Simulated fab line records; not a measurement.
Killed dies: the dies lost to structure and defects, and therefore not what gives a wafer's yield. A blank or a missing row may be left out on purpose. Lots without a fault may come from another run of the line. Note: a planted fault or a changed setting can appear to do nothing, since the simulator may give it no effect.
Matching of chambers || flow nand-harc || 4 sister chambers for NHARC_A_STAIRCASE_ETCH_444 on rie-diel-03
The step etches the open film in C4F8/O2, target depth 20400 nm, time 6800 s. 8 wafers are shown with their chamber, then 9 later ones without.

## WAFERS WITH THEIR CHAMBER
{"wafer": "L082.1", "chamber": 1, "rf-vpp-V (V)": 813, "oes-product-au (a.u.)": 0.967}
{"wafer": "L085.3", "chamber": 3, "rf-vpp-V (V)": 801, "oes-product-au (a.u.)": 0.924}
{"wafer": "L089.2", "chamber": 2, "rf-vpp-V (V)": 811, "oes-product-au (a.u.)": 0.922}
{"wafer": "L089.3", "chamber": 3, "rf-vpp-V (V)": 801, "oes-product-au (a.u.)": 0.939}
{"wafer": "L089.4", "chamber": 0, "rf-vpp-V (V)": 802, "oes-product-au (a.u.)": 0.932}
{"wafer": "L090.3", "chamber": 1, "rf-vpp-V (V)": 814, "oes-product-au (a.u.)": 0.927}
{"wafer": "L090.4", "chamber": 0, "rf-vpp-V (V)": 801, "oes-product-au (a.u.)": 0.934}
{"wafer": "L090.5", "chamber": 2, "rf-vpp-V (V)": 811, "oes-product-au (a.u.)": 0.927}

## WAFERS MISSING THEIR CHAMBER
{"wafer": "L091.2", "rf-vpp-V (V)": 811, "oes-product-au (a.u.)": 0.931}
{"wafer": "L091.5", "rf-vpp-V (V)": 811, "oes-product-au (a.u.)": 0.928}
{"wafer": "L091.6", "rf-vpp-V (V)": 802, "oes-product-au (a.u.)": 0.938}
{"wafer": "L092.1", "rf-vpp-V (V)": 800, "oes-product-au (a.u.)": 0.958}
{"wafer": "L092.4", "rf-vpp-V (V)": 814, "oes-product-au (a.u.)": 0.950}
{"wafer": "L092.5", "rf-vpp-V (V)": 813, "oes-product-au (a.u.)": 0.949}
{"wafer": "L095.3", "rf-vpp-V (V)": 800, "oes-product-au (a.u.)": 0.922}
{"wafer": "L095.4", "rf-vpp-V (V)": 815, "oes-product-au (a.u.)": 0.927}
{"wafer": "L095.5", "rf-vpp-V (V)": 811, "oes-product-au (a.u.)": 0.926}

## THE CHAMBER EACH PASSED THROUGH
{"wafer": "L091.2", "from the rows above": 2, "in truth": 2}
{"wafer": "L091.5", "from the rows above": 2, "in truth": 2}
{"wafer": "L091.6", "from the rows above": "can't be placed: 0 or 3", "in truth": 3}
{"wafer": "L092.1", "from the rows above": "can't be placed: 3 or 0", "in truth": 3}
{"wafer": "L092.4", "from the rows above": 1, "in truth": 1}
{"wafer": "L092.5", "from the rows above": 1, "in truth": 1}
{"wafer": "L095.3", "from the rows above": "can't be placed: 3 or 0", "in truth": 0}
{"wafer": "L095.4", "from the rows above": 1, "in truth": 1}
{"wafer": "L095.5", "from the rows above": 2, "in truth": 2}
Correctly placed: 6 of 9. Cannot be placed on the basis of these rows: 3; the candidates contain the true chamber in 3. Placed wrongly: 0.
How it was worked out, from the rows above alone: a wafer's distance from a chamber is the root of the sum, over the readings, of the square of ((its reading less the chamber's mean) divided by the reading's scatter). The wafer belongs to the nearest chamber; if the next one is less than 2 further off, it can't be placed. A chamber's mean is the mean of its shown wafers. The scatter is the square root of a quotient: the sum, over the shown wafers, of each reading's squared deviation from its chamber's mean, divided by wafers minus chambers.
